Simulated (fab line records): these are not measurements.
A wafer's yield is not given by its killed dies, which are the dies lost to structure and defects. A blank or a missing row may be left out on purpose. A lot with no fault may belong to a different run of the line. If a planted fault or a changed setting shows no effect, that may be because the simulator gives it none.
Which of the tools did it? | flow n5Finfet | 12 lots with 36 wafers sampled at 6 steps, on a route of 1938 steps

== WHAT THE GAUGES READ, wafer by wafer ==
N5_BEOL_M5_RS_MEAS_57: measures by four-point-probe.
lot  | measured     | on           | M5_RS (ohm/sq)
L075 | day 8 17:56  | filmMetro-02 | 0.376 0.365 0.371
L078 | day 9 05:04  | filmMetro-01 | 0.400 0.404 0.372
L080 | day 9 20:05  | filmMetro-02 | 0.386 0.395 0.394
L082 | day 10 05:14 | filmMetro-01 | 0.368 0.363 0.361
L084 | day 11 02:27 | filmMetro-01 | 0.382 0.364 0.363
L086 | day 11 12:38 | filmMetro-02 | 0.375 0.371 0.394
L090 | day 12 06:33 | filmMetro-01 | 0.382 0.390 0.389
L089 | day 12 07:40 | filmMetro-01 | 0.415 0.426 0.374
L092 | day 13 06:39 | filmMetro-01 | 0.384 0.373 0.381
L094 | day 14 07:31 | filmMetro-02 | 0.376 0.395 0.364
L095 | day 14 11:41 | filmMetro-01 | 0.398 0.374 0.384
L096 | day 15 20:15 | filmMetro-02 | 0.391 0.365 0.388

== WHICH TOOL RAN EACH LOT (tool, then ch and the chambers of the sampled wafers, then the start) ==
lot  | N5_BEOL_M5_TRENCH_ETCH_37                    | N5_BEOL_M5_ETCH_41                           | N5_BEOL_M5_CURE_80           | N5_BEOL_M5_ALD_86                  | N5_BEOL_M5_SPUTTER_81
L075 | rieDiel-02 ch 0,1, day 8 11:21 or earlier    | rieDiel-02 ch 0,1, day 8 11:21 or earlier    | uvCure-01 ch 0, day 8 11:21  | aldMetal-01 ch 0,2,3, day 8 11:45  | pvdSputter-01, day 8 13:37
L078 | rieDiel-04 ch 0,2,3, day 8 22:19 or earlier  | rieDiel-04 ch 0,2,3, day 8 22:19 or earlier  | uvCure-02 ch 1, day 8 22:19  | aldMetal-04 ch 0,2,3, day 8 23:02  | pvdSputter-02, day 9 00:36
L080 | rieDiel-05 ch 2,3, day 9 12:52 or earlier    | rieDiel-05 ch 2,3, day 9 12:52 or earlier    | uvCure-01 ch 1, day 9 12:52  | aldMetal-01 ch 1,2,3, day 9 14:09  | pvdSputter-02, day 9 15:43
L082 | rieDiel-02 ch 1,2, day 9 22:34 or earlier    | rieDiel-02 ch 1,2, day 9 22:34 or earlier    | uvCure-02 ch 1, day 9 22:34  | aldMetal-03 ch 0,2,3, day 9 22:59  | pvdSputter-01, day 10 00:35
L084 | rieDiel-02 ch 0,3, day 10 17:03 or earlier   | rieDiel-02 ch 0,3, day 10 17:03 or earlier   | uvCure-01 ch 0, day 10 17:03 | aldMetal-03 ch 0,1,2, day 10 19:47 | pvdSputter-03, day 10 21:48
L086 | rieDiel-04 ch 0,1,2, day 11 04:32 or earlier | rieDiel-04 ch 0,1,2, day 11 04:32 or earlier | uvCure-02 ch 0, day 11 04:32 | aldMetal-01 ch 0,1,3, day 11 05:10 | pvdSputter-01, day 11 08:05
L090 | rieDiel-05 ch 0,1,2, day 12 00:10 or earlier | rieDiel-05 ch 0,1,2, day 12 00:10 or earlier | uvCure-03 ch 2, day 12 00:10 | aldMetal-04 ch 1,2, day 12 00:35   | pvdSputter-03, day 12 02:14
L089 | rieDiel-04 ch 1,2, day 12 00:36 or earlier   | rieDiel-04 ch 1,2, day 12 00:36 or earlier   | uvCure-02 ch 2, day 12 00:36 | aldMetal-01 ch 0,1, day 12 01:10   | pvdSputter-01, day 12 03:10
L092 | rieDiel-02 ch 1,2,3, day 13 00:15 or earlier | rieDiel-02 ch 1,2,3, day 13 00:15 or earlier | uvCure-01 ch 0, day 13 00:15 | aldMetal-03 ch 1,2,3, day 13 00:37 | pvdSputter-01, day 13 02:16
L094 | rieDiel-02 ch 0,2,3, day 13 23:35 or earlier | rieDiel-02 ch 0,2,3, day 13 23:35 or earlier | uvCure-01 ch 1, day 13 23:35 | aldMetal-04 ch 0,1,3, day 14 01:30 | pvdSputter-02, day 14 03:12
L095 | rieDiel-05 ch 0,2, day 14 04:07 or earlier   | rieDiel-05 ch 0,2, day 14 04:07 or earlier   | uvCure-01 ch 0, day 14 04:07 | aldMetal-03 ch 1,3, day 14 05:22   | pvdSputter-03, day 14 07:21
L096 | rieDiel-05 ch 0,1,2, day 15 13:17 or earlier | rieDiel-05 ch 0,1,2, day 15 13:17 or earlier | uvCure-01 ch 0, day 15 13:17 | aldMetal-04 ch 0,2,3, day 15 14:15 | pvdSputter-01, day 15 15:56
- N5_BEOL_M5_TRENCH_ETCH_37: etches SiCOH lowk in C4F6/O2, target depth 71.652 nm, time 24.7 s.
- N5_BEOL_M5_ETCH_41: etches SiCN in CH3F/O2, target depth 31.5 nm, time 56.7 s.
- N5_BEOL_M5_CURE_80: cures SiCOH lowk, time 120 s.
- N5_BEOL_M5_ALD_86: deposits TaN, pulse time 2 s, purge time 3 s, co reactant purge time 2 s.
- N5_BEOL_M5_SPUTTER_81: material Cu, target thk 15 nm, time 27.62 s.

== THE ANSWER, worked out from the rows above alone ==
Rule: the lots themselves supply what counts as usual. The widest of any qualifying gaps counts: lots, ordered by their means at a reading, are off when they make up no more than a third of the lots, leave a main group of 4 or more, and stand apart from it by 3 or more times the standard deviation of that group's means. Not used: any main group whose means are identical at the precision the tables above print for the reading. Also off: a lot with no number at a reading for which 4 or more lots have one. Any other lot the step has rows for is counted as sound.
Nothing can be told from this: no lot is off at any reading shown.

== WHAT THE SIMULATOR HAD INSERTED ==
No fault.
